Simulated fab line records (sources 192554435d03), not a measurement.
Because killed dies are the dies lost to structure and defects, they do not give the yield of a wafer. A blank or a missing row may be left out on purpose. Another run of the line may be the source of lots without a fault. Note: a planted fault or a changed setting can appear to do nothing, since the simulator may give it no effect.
Chamber matching	flow n5-finfet	rie-diel-06 running N5_BEOL_M2_ETCH_74: 4 sister chambers
The step etches underlayer in N2/H2, target depth 6.5 nm, time 5.2 s. 16 wafers are shown with their chamber, then 8 later ones without.

== EACH WAFER AND ITS CHAMBER ==
wafer	chamber	drypump-motor-current-A (A)	showerhead-plenum-p-Torr (Torr)	throttle-valve-pct (%)
L079.1	0	4.9	2.49	17.78
L079.3	3	5.8	2.54	18.05
L079.5	0	5.0	2.49	17.77
L081.1	1	5.2	2.53	17.59
L081.3	0	4.9	2.48	17.78
L081.5	3	5.8	2.54	18.07
L086.1	1	5.2	2.53	17.62
L086.3	0	4.9	2.48	17.80
L086.4	2	6.6	2.60	17.89
L087.2	1	5.2	2.53	17.62
L087.3	2	6.6	2.60	17.92
L087.5	2	6.6	2.60	17.92
L090.1	2	6.6	2.60	17.92
L090.5	0	5.0	2.48	17.84
L090.6	1	5.2	2.53	17.62
L091.1	2	6.6	2.60	17.91

SIGNATURES (means of the wafers above)
reading	chamber 0	chamber 1	chamber 2	chamber 3	scatter within a chamber
drypump-motor-current-A	4.940	5.200	6.600	5.800	0.0316
showerhead-plenum-p-Torr	2.4840	2.5300	2.6000	2.5400	0.00316
throttle-valve-pct	17.7940	17.6125	17.9120	18.0600	0.0197
Rule: a wafer lies at a distance from a chamber equal to the root of the sum of squares, over the readings, of (its reading less the chamber's mean, divided by the reading's scatter). The wafer belongs to the nearest chamber; if the next one is less than 2 further off, it can't be placed. How the scatter is found: for the shown wafers, subtract from each reading the mean of its chamber, square and add these, divide the total by (wafers less chambers), then take the root.

== WAFERS MISSING THEIR CHAMBER ==
wafer	drypump-motor-current-A (A)	showerhead-plenum-p-Torr (Torr)	throttle-valve-pct (%)
L091.3	4.9	2.48	17.82
L091.6	5.2	2.53	17.62
L094.2	4.9	2.47	17.85
L094.5	4.9	2.48	17.82
L094.6	5.8	2.53	18.08
L095.1	5.1	2.52	17.62
L095.2	5.8	2.53	18.10
L095.4	5.8	2.53	18.10

== THE CHAMBER EACH PASSED THROUGH ==
wafer	from the rows above	in truth
L091.3	0	0
L091.6	1	1
L094.2	0	0
L094.5	0	0
L094.6	3	3
L095.1	1	1
L095.2	3	3
L095.4	3	3
Placed correctly: 8 of 8. Not placeable from these rows: 0. Placed wrongly: 0.
